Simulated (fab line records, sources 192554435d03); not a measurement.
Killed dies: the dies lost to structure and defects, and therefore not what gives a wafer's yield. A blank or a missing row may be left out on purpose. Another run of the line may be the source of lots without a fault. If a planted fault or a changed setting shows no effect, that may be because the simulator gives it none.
Split-lot experiment -- flow n5Finfet -- 21 wafers read from 7 lots, route of 1938 steps

## ABOUT THE SPLIT
At N5_MOL_CONTACT_COAG_VIA_ETCH_46 (etches SiO2 in C4F6/O2, target depth 46 nm, overetch 9.2 nm, time 40 s), the setting biasW was moved away from the recipe's 455 W on 6 of the 21 wafers read, by -13.8% to +11.8%. All remaining wafers had this setting at the recipe value.

The reading is taken at the split's own step.

## THE READING
rfVppV, in V, at N5_MOL_CONTACT_COAG_VIA_ETCH_46 (etches SiO2 in C4F6/O2, target depth 46 nm, overetch 9.2 nm, time 40 s). Typical for fault-free wafers on this fab line: 1567 V, with standard deviation 30 V.

wafer,"tool, chamber at the split","biasW as run, W",against the recipe,"rfVppV, V",against lot-mates on the recipe
L078.1,"rieDiel-03, 2",482.4,+6.0%,1683,+147
L078.2,"rieDiel-03, 0",455,recipe,1536,-
L078.3,"rieDiel-03, 3",482.4,+6.0%,1633,+97
L081.1,"rieDiel-01, 0",455,recipe,1599,-
L081.3,"rieDiel-01, 1",455,recipe,1553,-
L081.6,"rieDiel-01, 1",455,recipe,1552,-
L089.3,"rieDiel-03, 2",455,recipe,1609,-
L089.5,"rieDiel-03, 3",392.2,-13.8%,1399,-210
L089.6,"rieDiel-03, 0",392.2,-13.8%,1374,-235
L090.1,"rieDiel-01, 2",455,recipe,1547,-
L090.5,"rieDiel-01, 1",455,recipe,1552,-
L090.6,"rieDiel-01, 0",455,recipe,1598,-
L094.1,"rieDiel-04, 1",455,recipe,1580,-
L094.2,"rieDiel-04, 2",455,recipe,1584,-
L094.5,"rieDiel-04, 2",455,recipe,1583,-
L096.1,"rieDiel-04, 1",455,recipe,1582,-
L096.2,"rieDiel-04, 0",455,recipe,1595,-
L096.4,"rieDiel-04, 0",508.7,+11.8%,1732,+144
L097.1,"rieDiel-01, 0",426.5,-6.3%,1523,-38
L097.2,"rieDiel-01, 2",455,recipe,1548,-
L097.3,"rieDiel-01, 3",455,recipe,1573,-

THE FIT
A straight line over all 21 wafers: rfVppV changes by +13.3 V for each +1% of biasW; r = +0.96; the points scatter about the line by 23 V.
The same after taking each lot's own level away (the mean of its wafers on the recipe; 21 wafers): +15.1 V for each +1%; r = +0.96; scatter 25 V.
Per that fit: largest biasW move, reading shift of 2.1e+02 V.
The lots' own levels span 1536.0 to 1609.0 V, that is 2.4 times the standard deviation above.
In other words, the slope is changed by the lot-to-lot level; the two fits disagree.
Check: -204 V against its lot-mates is what the line predicts for one of the wafers moved furthest among these (-13.8%) when that wafer is left out of the fit. It came out at -210 V against them.
Tool readings at the split's step, against how far the setting was moved: rfVppV r = +0.96.

## FILE'S OWN FIT
rfVppV changes by +14.2 V for each +1% of biasW, r = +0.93.
